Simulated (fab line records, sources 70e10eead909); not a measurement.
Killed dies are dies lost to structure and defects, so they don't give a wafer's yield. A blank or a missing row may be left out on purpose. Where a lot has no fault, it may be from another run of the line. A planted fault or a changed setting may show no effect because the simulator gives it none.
A lot that was struck, set against a sound lot | flow nand harc | 22 steps out of a route of 1159
Sound: these wafers, L268.1, L268.5, L268.6. Struck: wafers L278.2, L278.5, L278.6. At the end, the cause is stated.
At each step with rows: each side's tool, then ch and its chambers, then its first start. Under that, the readings that differ: sound wafers | struck wafers | difference of the means | sigmas: that difference in standard deviations of wafers without a fault.
alike: readings whose means differ by less than 2 such deviations, and words and numbers that are the same on both sides. not compared: withheld readings, readings that some wafer has no value for, bounds like >300 that may hide the same value, and numbers for which the record gives no deviation and whose values overlap.
Wherever a step has rows on one side only, a row that says differs or no value, or a row with sigmas, the two part there. Numbers that don't overlap but have no deviation are shown without sigmas and don't part them. Lack of a reading on every wafer of one side parts them only where that side has two or more wafers.

NHARC_P_CONTACT_CMP_24: polishes, t overpolish 30 s, target thk 200 nm.
  sound on cmp-01 ch 0,2,3, day 7 09:38; struck on cmp-04 ch 1,2,3, day 10 00:13
  alike: motor current A, overpolish run s, time to endpoint s
next, for these wafers, 1 step has no rows: NHARC_P_CONTACT_SRD_26.
NHARC_P_CONTACT_INSPECT_27:
  sound: defect inspect-01 at day 7 09:58; struck: defect inspect-01 at day 10 00:32
  alike: raw defect count
then, 8 steps without rows for these wafers: NHARC_P_M0_DEP_00 (deposits SiOC, target thk 150 nm); NHARC_P_M0_DEHYDRATE_01 (time 120 s); NHARC_P_M0_HMDS_02 (time 30 s); NHARC_P_M0_COAT_33 (time 65 s); NHARC_P_M0_COAT_03 (resist thk 90 nm); NHARC_P_M0_SOFTBAKE_04 (time 55 s); NHARC_P_M0_EBR_05; NHARC_P_M0_EXPOSE_06 (exposes mask P M0, target cd 90 nm).
NHARC_P_M0_PEB_07: peb time 65 s.
  sound on litho track-01 ch 0, day 7 10:56; struck on litho track-01 ch 0, day 10 01:22
  reading                  | sound             | struck            | difference | sigmas
  heater power total W (W) | 156.9 156.5 157.0 | 174.5 175.1 174.3 | +17.8      | +42
then, 1 step without rows for these wafers: NHARC_P_M0_DEVELOP_08 (develop time 35 s).
NHARC_P_M0_CD_MEAS_09: target cd 90 nm.
  sound on cd sem-01 ch 0, day 7 11:01; struck on cd sem-02 ch 0, day 10 01:28
  reading    | sound          | struck         | difference | sigmas
  cd nm (nm) | 90.2 89.4 89.4 | 82.8 82.3 82.0 | -7.3       | -9
NHARC_P_M0_OVL_MEAS_10: pitch 180 nm.
  sound: overlay-02 at day 7 11:07; struck: overlay-01 at day 10 01:32
  alike: overlay x nm, overlay y nm
NHARC_P_M0_INSPECT_11:
  sound: defect inspect-01 at day 7 11:10; struck: defect inspect-02 at day 10 01:35
  alike: raw defect count
NHARC_P_M0_DESCUM_14: chemistry O2, time 3 s.
  sound on rie diel-03 ch 1,2,3, day 7 11:14; struck on rie diel-09 ch 2,3, day 10 01:39
  reading               | sound             | struck            | difference | sigmas
  oes product au (a.u.) | 1.002 0.979 0.997 | 1.023 1.010 1.021 | +0.025     | +2
  model.P_M0.cd nm (nm) | 90.27 89.54 89.87 | 82.93 81.22 82.29 | -7.75      |
  alike: drypump motor current A, rf vpp V, showerhead plenum p Torr, throttle valve pct
  not compared: rf hours counter h
NHARC_P_M0_ETCH_34: etches the open film in N2/H2, target depth 40 nm, overetch 12 nm, time 43.94 s.
  sound on rie diel-03 ch 1,2,3, day 7 11:19; struck on rie diel-09 ch 0,1,3, day 10 01:44
  alike: drypump motor current A, oes product au, rf vpp V, showerhead plenum p Torr, throttle valve pct
  not compared: rf hours counter h
NHARC_P_M0_ETCH_15: etches the open film in C4F8/Ar, target depth 150 nm, overetch 15 nm, time 82.5 s.
  sound: rie diel-03 ch 2,3; struck: rie diel-09 ch 0,3
  reading               | sound             | struck            | difference | sigmas
  model.P_M0.cd nm (nm) | 90.25 88.76 90.16 | 82.71 81.82 82.54 | -7.37      |
  alike: oes product au, rf vpp V
  not compared: rf hours counter h
NHARC_P_M0_CD_MEAS_16:
  sound: cd sem-03 at day 7 11:31; struck: cd sem-01 at day 10 01:56
  reading    | sound          | struck         | difference | sigmas
  cd nm (nm) | 90.1 88.9 90.0 | 82.7 81.5 82.6 | -7.4       | -7
NHARC_P_M0_STRIP_18: strips in N2/H2.
  sound on rie diel-09 ch 0,1,2, day 7 11:39; struck on rie diel-08 ch 0,1,2, day 10 02:04
  alike: drypump motor current A, oes product au, rf vpp V, showerhead plenum p Torr, throttle valve pct
  not compared: rf hours counter h
-- break in the record here, with 14 days between the starts of the struck wafers on either side (left off in module P_M0, picked up again in module END, where the first step shown is number 1159 on the route) --
NHARC_END_SORT_01:
  sound on prober-02 ch 0, day 20 22:23; struck on prober-01 ch 0, day 24 05:29
  reading                  | sound          | struck    | difference | sigmas
  defect limited yield (%) | 93.5 92.8 92.2 | 97.3 97.5 | +4.6       | +3
  killed at array          | 33 43 45       | 14 15     | -26        | -2
  killed at periphery      | 10 6 5         | 4 2       | -4         | -2
  killed dies              | 44 49 53       | 18 17     | -31        | -3
  sort_bin_4_pct (%)       | 4.1 4.6 5.3    | 1.6 1.3   | -3.2       | -3
  sort n pass              | 633 628 624    | 659 660   | +31        | +3
  sort yield pct (%)       | 93.5 92.8 92.2 | 97.3 97.5 | +4.6       | +3
  alike: killed at other, killed open, killed short, sort_bin_2_pct, sort_bin_3_pct, sort rim yield pct

== WHERE THEY PART ==
Last at NHARC_END_SORT_01 as far as this record goes, first at NHARC_P_M0_PEB_07.

WHY: what had been put in by the simulator
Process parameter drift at NHARC_P_M0_PEB_07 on litho track-01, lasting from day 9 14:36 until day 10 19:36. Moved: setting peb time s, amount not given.
